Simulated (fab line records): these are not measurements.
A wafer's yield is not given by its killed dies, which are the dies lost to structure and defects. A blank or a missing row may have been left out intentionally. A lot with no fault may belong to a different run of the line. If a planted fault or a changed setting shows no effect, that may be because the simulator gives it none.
Chamber matching ; flow n5_finfet ; pecvd-03 running N5_BEOL_M12_DEP_53: 3 sister chambers
The step deposits SiCN from 3MS/NH3, target thk 30 nm, time 10.5 s. 22 wafers are shown with their chamber, then 11 later ones without.

== EACH WAFER AND ITS CHAMBER ==
wafer;chamber;throttle_valve_pct (%);showerhead_plenum_p_Torr (Torr)
L075.1;0;17.6;4.195
L075.2;2;15.7;4.155
L075.3;1;18.9;4.144
L077.2;2;16.0;4.156
L077.3;0;17.6;4.187
L077.5;1;18.7;4.143
L079.1;0;17.6;4.192
L079.4;1;18.9;4.144
L079.6;2;15.8;4.153
L084.1;0;17.8;4.184
L084.2;1;18.8;4.142
L084.6;2;15.8;4.159
L082.1;0;17.9;4.191
L082.2;2;16.0;4.154
L082.6;2;16.3;4.148
L089.1;2;16.1;4.150
L089.3;0;17.6;4.199
L089.4;0;17.6;4.183
L092.2;0;17.7;4.201
L092.4;2;16.4;4.149
L092.6;2;16.3;4.158
L093.1;1;18.8;4.152

SIGNATURES (means of the wafers above)
reading;chamber 0;chamber 1;chamber 2;scatter within a chamber
throttle_valve_pct;17.675;18.820;16.044;0.181
showerhead_plenum_p_Torr;4.19150;4.14500;4.15356;0.0051
Rule: a wafer lies at a distance from a chamber equal to the root of the sum of squares, over the readings, of (its reading less the chamber's mean, divided by the reading's scatter). If the next closest chamber is less than 2 further off than the closest, the wafer can't be placed; otherwise it belongs to the closest. The scatter is the square root of a quotient: the sum, over the shown wafers, of each reading's squared deviation from its chamber's mean, divided by wafers minus chambers.

== WAFERS WITHOUT THEIR CHAMBER ==
wafer;throttle_valve_pct (%);showerhead_plenum_p_Torr (Torr)
L093.4;18.9;4.134
L093.6;15.9;4.151
L097.1;15.9;4.157
L097.2;18.6;4.133
L097.3;17.9;4.203
L095.3;17.8;4.188
L095.5;18.1;4.178
L095.6;16.3;4.155
L096.1;18.0;4.182
L096.4;16.0;4.159
L096.6;19.0;4.144

== THE CHAMBER EACH PASSED THROUGH ==
wafer;from the rows above;in truth
L093.4;1;1
L093.6;2;2
L097.1;2;2
L097.2;1;1
L097.3;0;0
L095.3;0;0
L095.5;0;0
L095.6;2;2
L096.1;0;0
L096.4;2;2
L096.6;1;1
Placed correctly: 11 of 11. Can't be placed from these rows: 0. Placed wrongly: 0.
